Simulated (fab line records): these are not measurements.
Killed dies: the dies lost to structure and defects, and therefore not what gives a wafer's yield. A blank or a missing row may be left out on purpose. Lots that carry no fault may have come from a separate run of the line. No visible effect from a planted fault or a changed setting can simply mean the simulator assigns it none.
8D (eight disciplines) problem report, filled in by code || flow nandHarc || the parts of the form that need people (team, actions taken, sign-off) are left out

## 1. PROBLEM STATEMENT
cdNm at NHARC_P_M1_CD_MEAS_09 reads a mean of 108.9 nm on 3 wafers of 2 lots; wafers without a fault read 130.0 nm with a standard deviation of 0.73. That puts it -29 standard deviations away from the usual mean.
The step: target cd 130 nm.
Seen first at day 9 04:34 on cdSem-02, wafer L158.1. The record holds 42 wafers of 14 lots with a number at this step. The rule behind "out" and "out of limits": a value lying over 4 standard deviations away from the usual mean. Any other wafer with a number is counted as sound.

## 2. WHAT IT IS, WHAT IT ISN'T
{"question": "which readings at this step", "is": "cdNm", "is not": "-"}
{"question": "which lots", "is": "L156, L158", "is not": "L145, L146, L147, L148, L149, L150, L155, L164, L165, L166, L167, L168"}
{"question": "which wafers of those lots", "is": "L156.5, L158.1, L158.5", "is not": "L156.3, L156.6, L158.3"}
{"question": "read on which gauges", "is": "cdSem-02, cdSem-03", "is not": "cdSem-01"}
{"question": "when", "is": "from day 9 04:34", "is not": "up to then (22 sound wafers); but 17 sound wafers of L156, L164, L165, L166, L167, L168 came after"}

## 3. SUSPECTS, AND WHAT RULES EACH OUT
Counting: any tool at a process step up to the reading remains a suspect provided it ran every lot that is out. Sound lots after the first of them don't rule it out here, since some wafers of a struck lot are sound.
- the gauge at NHARC_P_M1_CD_MEAS_09: ruled out. Those wafers that are out were read across 2 gauges (cdSem-02, cdSem-03).
- lithoTrack-01 at NHARC_P_M1_PEB_07 (peb time 65 s): kept. Ran every lot that is out, first one L158 (day 9 04:29); last sound lot up to then L148 (day 6 20:45). Its own heaterPowerTotalW readings are out on those wafers.
Remaining after the count: lithoTrack-01 at NHARC_P_M1_PEB_07.

## 4. THE CAUSE (what the simulator had put in)
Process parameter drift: lithoTrack-01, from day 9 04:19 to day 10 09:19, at NHARC_P_M1_PEB_07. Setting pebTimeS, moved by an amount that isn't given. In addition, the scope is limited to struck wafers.
Counting left only this tool.

## 5. THE EFFECT CHAIN, in route order
Rows list readings where the struck wafers' mean (over those with a number) sits beyond 3 standard deviations from the usual. Only readings whose record carries a usual standard deviation are examined. hours: median over the lots of the time between each lot's start at the first step of this table that gives one and its start at this step. sigmas: the change, counted in usual standard deviations.
{"hours": 0, "step": "NHARC_P_M1_PEB_07", "reading": "heaterPowerTotalW", "usual": "156.7 W", "on struck wafers": 211.4, "change": "+54.7", "sigmas": "+99 or more"}
{"hours": 0, "step": "NHARC_P_M1_CD_MEAS_09", "reading": "cdNm", "usual": "130.0 nm", "on struck wafers": 108.9, "change": -21.1, "sigmas": -29}
Process steps it contains:
- NHARC_P_M1_PEB_07: peb time 65 s.
Later steps that measure or inspect, where all struck wafers having a row at the step show a number for every such reading and not one has moved that far: NHARC_P_M1_INSPECT_11.

## 6. WHAT WOULD HAVE CAUGHT IT SOONER
In this record the first reading out of limits at a measuring or inspecting step was taken at day 9 04:34, 0 hours after the fault began at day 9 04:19.
Tool's own readings at NHARC_P_M1_PEB_07, heaterPowerTotalW: out on all struck wafers the step has rows for; an alarm limit on them would have tripped on the first.
Of the lots that are out (2), L156 began NHARC_P_M1_PEB_07 on lithoTrack-01 after day 9 04:34. A hold on the tool at that time would have spared it.
